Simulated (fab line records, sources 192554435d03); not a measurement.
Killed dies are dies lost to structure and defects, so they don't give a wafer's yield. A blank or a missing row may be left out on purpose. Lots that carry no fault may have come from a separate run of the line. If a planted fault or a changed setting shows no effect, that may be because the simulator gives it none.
Matching of chambers | flow n5_finfet | N5_MOL_CONTACT_COAG_STRIP_98 on rie_diel-04 has 4 sister chambers
The step strips in N2/H2. 27 wafers are shown with their chamber, then 12 later ones without.

WAFERS WITH THEIR CHAMBER
wafer  | chamber | drypump_motor_current_A (A) | throttle_valve_pct (%) | oes_product_au (a.u.)
L074.4 | 1       | 6.4                         | 18.8                   | 0.73
L074.5 | 2       | 5.8                         | 18.2                   | 0.91
L074.6 | 3       | 5.8                         | 19.5                   | 0.78
L075.2 | 1       | 6.4                         | 18.9                   | 0.74
L075.4 | 0       | 5.8                         | 19.4                   | 0.68
L075.6 | 0       | 5.8                         | 19.4                   | 0.69
L076.1 | 2       | 5.8                         | 18.3                   | 0.88
L076.2 | 3       | 5.8                         | 19.5                   | 0.76
L076.5 | 3       | 5.8                         | 19.5                   | 0.77
L079.1 | 1       | 6.4                         | 18.9                   | 0.72
L079.2 | 3       | 5.8                         | 19.5                   | 0.78
L079.6 | 3       | 5.8                         | 19.5                   | 0.77
L080.1 | 2       | 5.8                         | 18.2                   | 0.87
L080.3 | 3       | 5.8                         | 19.5                   | 0.76
L080.6 | 2       | 5.8                         | 18.3                   | 0.86
L081.3 | 1       | 6.4                         | 18.9                   | 0.72
L081.4 | 3       | 5.8                         | 19.5                   | 0.76
L081.5 | 1       | 6.4                         | 18.9                   | 0.72
L082.2 | 3       | 5.8                         | 19.5                   | 0.78
L082.3 | 2       | 5.8                         | 18.3                   | 0.85
L082.5 | 2       | 5.7                         | 18.3                   | 0.86
L088.1 | 3       | 5.8                         | 19.5                   | 0.76
L088.2 | 0       | 5.7                         | 19.1                   | 0.95
L088.5 | 3       | 5.8                         | 19.5                   | 0.75
L090.2 | 0       | 5.7                         | 19.0                   | 0.93
L090.3 | 3       | 5.8                         | 19.5                   | 0.73
L090.4 | 0       | 5.7                         | 19.1                   | 0.95

SIGNATURES, as means of the wafers listed above
reading                 | chamber 0 | chamber 1 | chamber 2 | chamber 3 | scatter within a chamber
drypump_motor_current_A | 5.740     | 6.400     | 5.783     | 5.800     | 0.0297
throttle_valve_pct      | 19.200    | 18.880    | 18.267    | 19.500    | 0.0838
oes_product_au          | 0.8400    | 0.7260    | 0.8717    | 0.7636    | 0.0609
Rule: for each reading, subtract the chamber's mean from the wafer's reading, divide by that reading's scatter and square the result; add these up over the readings and take the root, which gives the wafer's distance from the chamber. If the next closest chamber is less than 2 further off than the closest, the wafer can't be placed; otherwise it belongs to the closest. The scatter: the root of (the sum of the squares of (reading less its chamber's mean) over the shown wafers, divided by (wafers less chambers)).

WAFERS WITH NO CHAMBER GIVEN
wafer  | drypump_motor_current_A (A) | throttle_valve_pct (%) | oes_product_au (a.u.)
L091.3 | 5.8                         | 19.5                   | 0.75
L091.5 | 5.7                         | 19.1                   | 0.94
L091.6 | 5.8                         | 18.3                   | 0.83
L092.2 | 5.7                         | 18.3                   | 0.85
L092.5 | 5.8                         | 19.5                   | 0.73
L092.6 | 5.8                         | 19.1                   | 0.93
L094.1 | 5.8                         | 18.3                   | 0.81
L094.5 | 5.7                         | 19.1                   | 0.92
L094.6 | 5.8                         | 19.5                   | 0.72
L096.1 | 5.8                         | 18.3                   | 0.80
L096.3 | 5.8                         | 19.6                   | 0.72
L096.5 | 5.7                         | 19.1                   | 0.89

WHICH CHAMBER EACH ONE RAN IN
wafer  | from the rows above | in truth
L091.3 | 3                   | 3
L091.5 | 0                   | 0
L091.6 | 2                   | 2
L092.2 | 2                   | 2
L092.5 | 3                   | 3
L092.6 | 0                   | 0
L094.1 | 2                   | 2
L094.5 | 0                   | 0
L094.6 | 3                   | 3
L096.1 | 2                   | 2
L096.3 | 3                   | 3
L096.5 | 0                   | 0
Correctly placed: 12 of 12. Not placeable from these rows: 0. Placed wrongly: 0.
